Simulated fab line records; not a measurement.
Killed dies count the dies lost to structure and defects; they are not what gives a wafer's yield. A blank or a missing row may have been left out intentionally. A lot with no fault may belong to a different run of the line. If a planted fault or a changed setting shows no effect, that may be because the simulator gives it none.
Which tool did it? ; flow nand-harc ; 6 lots with 18 wafers sampled at 4 steps, on a route of 1159 steps

== WHAT THE GAUGES SHOWED, per wafer ==
NHARC_A_ONON_D1_THK_MEAS_05: measures by ellipsometry.
lot;measured;on;thk-nm (nm)
L420;day 7 18:20;film-metro-01;994 994 994
L423;day 8 06:47;film-metro-01;1014 1013 1013
L429;day 9 14:03;film-metro-01;983 983 983
L433;day 10 19:06;film-metro-01;1000 1002 1000
L431;day 10 19:06;film-metro-02;1004 1005 1004
L442;day 12 20:43;film-metro-01;671 997 671

== WHAT TOOL EACH LOT RAN ON (gives the tool, then ch and the chambers of the sampled wafers, and finally the start) ==
lot;NHARC_P_BONDPAD_ETCH_37;NHARC_P_BONDPAD_ETCH_12;NHARC_A_ONON_D1_DEP_03
L420;rie-diel-05 ch 0,2,3, day 6 14:54;rie-diel-05 ch 0,1,3, day 7 17:50 or earlier;pecvd-onon-04 ch 0, day 7 17:50
L423;rie-diel-05 ch 1,2, day 7 03:31;rie-diel-05 ch 1,2, day 8 06:16 or earlier;pecvd-onon-03 ch 0, day 8 06:16
L429;rie-diel-05 ch 0,3, day 8 13:52;rie-diel-05 ch 1,2, day 9 13:32 or earlier;pecvd-onon-02 ch 0, day 9 13:32
L433;rie-diel-05 ch 0,2,3, day 9 15:23;rie-diel-05 ch 2,3, day 10 18:35 or earlier;pecvd-onon-03 ch 0, day 10 18:35
L431;rie-diel-06 ch 2,3, day 9 16:41;rie-diel-06 ch 0,2,3, day 10 18:35 or earlier;pecvd-onon-04 ch 0, day 10 18:35
L442;rie-diel-05 ch 0,2,3, day 11 19:42;rie-diel-05 ch 0,1,2, day 12 20:12 or earlier;pecvd-onon-04 ch 0, day 12 20:12
- NHARC_P_BONDPAD_ETCH_37: etches the open film in N2/H2, target depth 60 nm, overetch 18 nm, time 65.91 s.
- NHARC_P_BONDPAD_ETCH_12: etches the open film in CHF3/O2, target depth 200 nm, time 100 s.
- NHARC_A_ONON_D1_DEP_03: target thk 1000 nm.

== THE ANSWER, worked out from the rows above alone ==
Rule: what is usual is taken from the lots themselves. Put in order of their means at a reading, lots are off if they are a third of the lots or fewer, leave a main group of 4 or more, and stand apart from it by a gap of 3 or more times the standard deviation of the main group's means; of several such gaps the widest counts. Not used: any main group whose means are identical at the precision the tables above print for the reading. A lot without any number at a reading at which 4 lots or more have one is off too. The other lots that the step has rows for count as sound.
Off: L442 (NHARC_A_ONON_D1_THK_MEAS_05, thk-nm). The main group: mean 999 nm, standard deviation 10.
If a tool, at a process step before that reading, ran all the lots that are off and no sound lot after the first of them, it fits. Those tools and the gauges at NHARC_A_ONON_D1_THK_MEAS_05 are tried in the same way. NHARC_P_BONDPAD_ETCH_12 gives no start for some lots, so the hours and the order of its lots are those of NHARC_A_ONON_D1_DEP_03. Can't be told from this: 3 tools fit, rie-diel-05 at NHARC_P_BONDPAD_ETCH_37 and NHARC_P_BONDPAD_ETCH_12, pecvd-onon-04 at NHARC_A_ONON_D1_DEP_03, film-metro-01 at NHARC_A_ONON_D1_THK_MEAS_05.

== WHAT THE SIMULATOR HAD INSERTED ==
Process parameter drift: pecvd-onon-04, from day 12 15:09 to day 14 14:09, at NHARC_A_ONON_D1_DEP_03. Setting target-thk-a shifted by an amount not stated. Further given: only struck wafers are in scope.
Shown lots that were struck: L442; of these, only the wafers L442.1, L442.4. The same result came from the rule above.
